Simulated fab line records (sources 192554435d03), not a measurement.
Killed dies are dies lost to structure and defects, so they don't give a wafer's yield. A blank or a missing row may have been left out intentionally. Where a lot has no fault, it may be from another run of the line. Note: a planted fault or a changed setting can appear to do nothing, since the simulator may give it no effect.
fab line records + flow n5_finfet
record:
- lots: 7
- wafers: 39
route steps=1938 shown WELL_APT@33 FIN_CUT@173 STI_FIN_REVEAL@190 DUMMY_GATE@237 HKMG_FIN@449 MOL_CONTACT_COAG@537 BEOL_M4@1111
start_h: start of the lot's first displayed wafer, in hours after the record's first day + wait_h: hours since the lot's step before + " unchanged from the row above + L1.1+2: several wafers, shown together as one row + - no value, or no start was given + * or withheld: withheld + < > ~ a bound
route shown NAME@n: NAME is a module with steps in the file, n the number in the route of the first one + usual: the fault-free wafers' mean and standard deviation + same: alike in all rows + chamber/n: place in a boat + sites: the reading at each site + _std_site: the values' standard deviation + _edge_site: outer sites' mean less inner sites' + radius_mm: how far each site lies from the wafer's centre + mask NAME#n: copy n + behind: the most recent tool/chamber to have shaped the wafer + hold: cause of the lot's hold/its duration in hours/its outcome + device: whichever transistor did not switch (one of n, p or np) + end of line: tests of these same wafers at the route's end + where a step has no rows: the recipe by itself + killed: dies that structure and defects cost at the first sort, which is not the same as the wafer's yield + map: shows each die of a wafer: x if killed, . if not, _ if none is there
set.NAME: the run value of the setting; set.NAME@STEP: its run value at that earlier step + model.NAME: the simulator's own value behind a step, which no gauge read
lots run with intentionally changed settings; tables by step, rows by wafer
== steps ==
step: N5_WELL_APT_IMPLANT_15
recipe:
- species: As
- energy_kev: 25
- dose_cm2: 1.5e+13
- tilt_deg: 0
- rotation_deg: 0
step: N5_FIN_CUT_CUT_ETCH_26
recipe:
- chemistry: CH3F/O2
- target: SiNx
- target_depth_a: 390
- mask_material: SOC
- time_s: 55.7
- pressure_mtorr: 30
- source_w: 395
- bias_w: 73
- Ar_flow_sccm: 150
- CH3F_flow_sccm: 30
- O2_flow_sccm: 20
- ion_energy_ev: 120
step: N5_STI_FIN_REVEAL_ETCHBACK_08
recipe:
- chemistry: C4F6/O2
- target: SiO2
- target_depth_a: 305
- time_s: 10.167
- ion_energy_ev: 250
- pressure_mtorr: 30
- source_w: 345
- bias_w: 185
- Ar_flow_sccm: 300
- C4F6_flow_sccm: 10
- O2_flow_sccm: 10
step: N5_DUMMY_GATE_ETCH_37
recipe:
- chemistry: N2/H2
- target: SOC
- target_depth_a: 600
- overetch_a: 300
- temp_c: 40
- ion_energy_ev: 200
- pressure_mtorr: 30
- source_w: 840
- bias_w: 150
- n2_flow_sccm: 200
- h2_flow_sccm: 200
step: N5_DUMMY_GATE_ETCH_44
recipe:
- chemistry: HBr/O2
- over_etch_frac: 0.7
- target_depth_a: 1275
- stop_on: SiO2
- ion_energy_ev: 60
- bias_w: 20
- target: poly-Si
- mask_material: SiO2
- pressure_mtorr: 20
- icp_w: 400
- HBr_flow_sccm: 120
- O2_flow_sccm: 10
step: N5_HKMG_FIN_ALD_71
recipe:
- material: TiN
- target_thk_a: 10
- temp_c: 400
- ald_precursor_family: TiCl4
- ald_co_reactant: NH3
- pulse_time_s: 1
- purge_time_s: 3
- co_reactant_purge_time_s: 2
- co_reactant_pulse_time_s: 2
- ald_cycles: 47
- pressure_torr: 3
step: N5_MOL_CONTACT_COAG_ETCH_15
recipe:
- chemistry: CH3F/O2
- target: SiNx
- target_depth_a: 70
- mask_material: SOC
- stop_on: Si:P
- over_etch_frac: 0.75
- ion_energy_ev: 120
- pressure_mtorr: 30
- source_w: 395
- bias_w: 73
- Ar_flow_sccm: 150
- CH3F_flow_sccm: 30
- O2_flow_sccm: 20
step: N5_BEOL_M4_RC_MEAS_101
usual:
- ION_N: 675/15
- ION_P: 463/10
| lot.wafer | tool      | chamber | start_h | wait_h | set.dose_cm2@WELL_APT_IMPLANT_15 | set.source_w@FIN_CUT_CUT_ETCH_26 | set.target_depth_a@STI_FIN_REVEAL_ETCHBACK_08 | set.source_w@DUMMY_GATE_ETCH_37 | set.target_depth_a@DUMMY_GATE_ETCH_44 | set.ald_cycles@HKMG_FIN_ALD_71 | set.source_w@MOL_CONTACT_COAG_ETCH_15 | ION_N[uA/um] | ION_P[uA/um] |
|-----------|-----------|---------|---------|--------|----------------------------------|----------------------------------|-----------------------------------------------|---------------------------------|---------------------------------------|--------------------------------|---------------------------------------|--------------|--------------|
| L074.1    | prober-01 | 0       | 164.54  | 0.0    | 1.5e+13                          | 395                              | 282.8                                         | 840                             | 1368                                  | 51                             | 375.4                                 | 666          | 455          |
| L074.2    | "         | 0       | "       | "      | 1.5e+13                          | 395                              | 305                                           | 956.8                           | 1368                                  | 51                             | 375.4                                 | 677          | 465          |
| L074.3    | "         | 0       | "       | "      | 1.5e+13                          | 395                              | 282.8                                         | 840                             | 1275                                  | 51                             | 395                                   | 635          | 440          |
| L074.4    | "         | 0       | "       | "      | 1.5e+13                          | 395                              | 282.8                                         | 956.8                           | 1275                                  | 47                             | 375.4                                 | 644          | 445          |
| L074.5    | "         | 0       | "       | "      | 1.5e+13                          | 395                              | 305                                           | 840                             | 1368                                  | 47                             | 395                                   | 656          | 460          |
| L074.6    | "         | 0       | "       | "      | 1.5e+13                          | 395                              | 305                                           | 956.8                           | 1275                                  | 47                             | 395                                   | 684          | 474          |
| L078.1    | prober-01 | 0       | 192.73  | 0.0    | 1.5e+13                          | 395                              | 305                                           | 840                             | 1275                                  | 47                             | 395                                   | 662          | 457          |
| L078.3    | "         | 0       | "       | "      | 1.5e+13                          | 395                              | 305                                           | 840                             | 1275                                  | 47                             | 395                                   | 649          | 450          |
| L078.6    | "         | 0       | "       | "      | 1.5e+13                          | 395                              | 305                                           | 840                             | 1275                                  | 47                             | 395                                   | 674          | 465          |
| L077.1    | prober-02 | 0       | 194.10  | 0.0    | 1.5e+13                          | 395                              | 263.8                                         | 840                             | 1275                                  | 47                             | 319.4                                 | 624          | 422          |
| L077.2    | "         | 0       | "       | "      | 1.5e+13                          | 395                              | 263.8                                         | 705.3                           | 1156                                  | 47                             | 319.4                                 | 618          | 424          |
| L077.3    | "         | 0       | "       | "      | 1.5e+13                          | 319.4                            | 305                                           | 705.3                           | 1275                                  | 47                             | 395                                   | 653          | 445          |
| L077.4    | "         | 0       | "       | "      | 1.5e+13                          | 319.4                            | 263.8                                         | 840                             | 1156                                  | 47                             | 395                                   | 636          | 428          |
| L077.5    | "         | 0       | "       | "      | 1.5e+13                          | 395                              | 305                                           | 705.3                           | 1275                                  | 47                             | 395                                   | 654          | 455          |
| L077.6    | "         | 0       | "       | "      | 1.5e+13                          | 319.4                            | 305                                           | 840                             | 1156                                  | 47                             | 319.4                                 | 655          | 444          |
| L081.1    | prober-01 | 0       | 214.28  | 0.0    | 1.5e+13                          | 417.8                            | 279.4                                         | 840                             | 1275                                  | 44                             | 395                                   | 643          | 443          |
| L081.2    | "         | 0       | "       | "      | 1.743e+13                        | 417.8                            | 305                                           | 840                             | 1437                                  | 44                             | 415.5                                 | 681          | 473          |
| L081.3    | "         | 0       | "       | "      | 1.743e+13                        | 417.8                            | 279.4                                         | 840                             | 1437                                  | 47                             | 395                                   | 647          | 447          |
| L081.4    | "         | 0       | "       | "      | 1.743e+13                        | 395                              | 305                                           | 840                             | 1275                                  | 47                             | 415.5                                 | 678          | 470          |
| L081.5    | "         | 0       | "       | "      | 1.5e+13                          | 395                              | 305                                           | 840                             | 1437                                  | 44                             | 395                                   | 672          | 465          |
| L081.6    | "         | 0       | "       | "      | 1.5e+13                          | 395                              | 279.4                                         | 840                             | 1275                                  | 47                             | 415.5                                 | 654          | 452          |
| L083.1    | prober-02 | 0       | 215.85  | 0.0    | 1.5e+13                          | 395                              | 305                                           | 903.4                           | 1339                                  | 47                             | 371.1                                 | 677          | 460          |
| L083.2    | "         | 0       | "       | "      | 1.5e+13                          | 448.1                            | 305                                           | 903.4                           | 1339                                  | 40                             | 371.1                                 | 669          | 450          |
| L083.3    | "         | 0       | "       | "      | 1.5e+13                          | 448.1                            | 305                                           | 903.4                           | 1275                                  | 40                             | 395                                   | 642          | 446          |
| L083.4    | "         | 0       | "       | "      | 1.5e+13                          | 395                              | 305                                           | 840                             | 1275                                  | 47                             | 371.1                                 | 683          | 458          |
| L083.5    | "         | 0       | "       | "      | 1.5e+13                          | 395                              | 305                                           | 840                             | 1275                                  | 40                             | 395                                   | 649          | 447          |
| L083.6    | "         | 0       | "       | "      | 1.5e+13                          | 448.1                            | 305                                           | 840                             | 1339                                  | 47                             | 395                                   | 661          | 445          |
| L084.1    | prober-01 | 0       | 227.47  | 0.0    | 1.3e+13                          | 395                              | 305                                           | 840                             | 1275                                  | 47                             | 395                                   | 683          | 457          |
| L084.2    | "         | 0       | "       | "      | 1.5e+13                          | 395                              | 305                                           | 988.4                           | 1275                                  | 51                             | 431.4                                 | 690          | 457          |
| L084.3    | "         | 0       | "       | "      | 1.5e+13                          | 321                              | 305                                           | 840                             | 1275                                  | 51                             | 431.4                                 | 680          | 456          |
| L084.4    | "         | 0       | "       | "      | 1.5e+13                          | 321                              | 277.9                                         | 988.4                           | 1275                                  | 47                             | 395                                   | 660          | 444          |
| L084.5    | "         | 0       | "       | "      | 1.3e+13                          | 395                              | 277.9                                         | 988.4                           | 1275                                  | 51                             | 395                                   | 651          | 435          |
| L084.6    | "         | 0       | "       | "      | 1.3e+13                          | 321                              | 277.9                                         | 840                             | 1275                                  | 47                             | 431.4                                 | 649          | 437          |
| L091.1    | prober-02 | 0       | 266.93  | 0.0    | 1.5e+13                          | 354.1                            | 305                                           | 754.7                           | 1198                                  | 47                             | 395                                   | 659          | 455          |
| L091.2    | "         | 0       | "       | "      | 1.5e+13                          | 395                              | 305                                           | 840                             | 1198                                  | 47                             | 395                                   | 697          | 478          |
| L091.3    | "         | 0       | "       | "      | 1.5e+13                          | 354.1                            | 305                                           | 754.7                           | 1275                                  | 47                             | 416.3                                 | 682          | 471          |
| L091.4    | "         | 0       | "       | "      | 1.5e+13                          | 354.1                            | 305                                           | 840                             | 1198                                  | 47                             | 416.3                                 | 700          | 477          |
| L091.5    | "         | 0       | "       | "      | 1.5e+13                          | 395                              | 305                                           | 754.7                           | 1275                                  | 47                             | 395                                   | 659          | 456          |
| L091.6    | "         | 0       | "       | "      | 1.5e+13                          | 395                              | 305                                           | 840                             | 1275                                  | 47                             | 416.3                                 | 686          | 464          |
== key ==
split:
- step: N5_WELL_APT_IMPLANT_15
- setting: dose_cm2
- stated_as: 1.5e+13
response none clear
split:
- step: N5_FIN_CUT_CUT_ETCH_26
- setting: source_w
- stated_as: 395
response none clear
split:
- step: N5_STI_FIN_REVEAL_ETCHBACK_08
- setting: target_depth_a
- stated_as: 305
response:
- step: N5_BEOL_M4_RC_MEAS_101
- reading: ION_P
- slope: +2.06
- per: 1%
- together_with: all
- explained: 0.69
response:
- step: N5_BEOL_M4_RC_MEAS_101
- reading: ION_N
- slope: +2.87
- per: 1%
- together_with: all
- explained: 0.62
split:
- step: N5_DUMMY_GATE_ETCH_37
- setting: source_w
- stated_as: 840
response none clear
split:
- step: N5_DUMMY_GATE_ETCH_44
- setting: target_depth_a
- stated_as: 1275
response none clear
split:
- step: N5_HKMG_FIN_ALD_71
- setting: ald_cycles
- stated_as: 47
response none clear
split:
- step: N5_MOL_CONTACT_COAG_ETCH_15
- setting: source_w
- stated_as: 395
response none clear
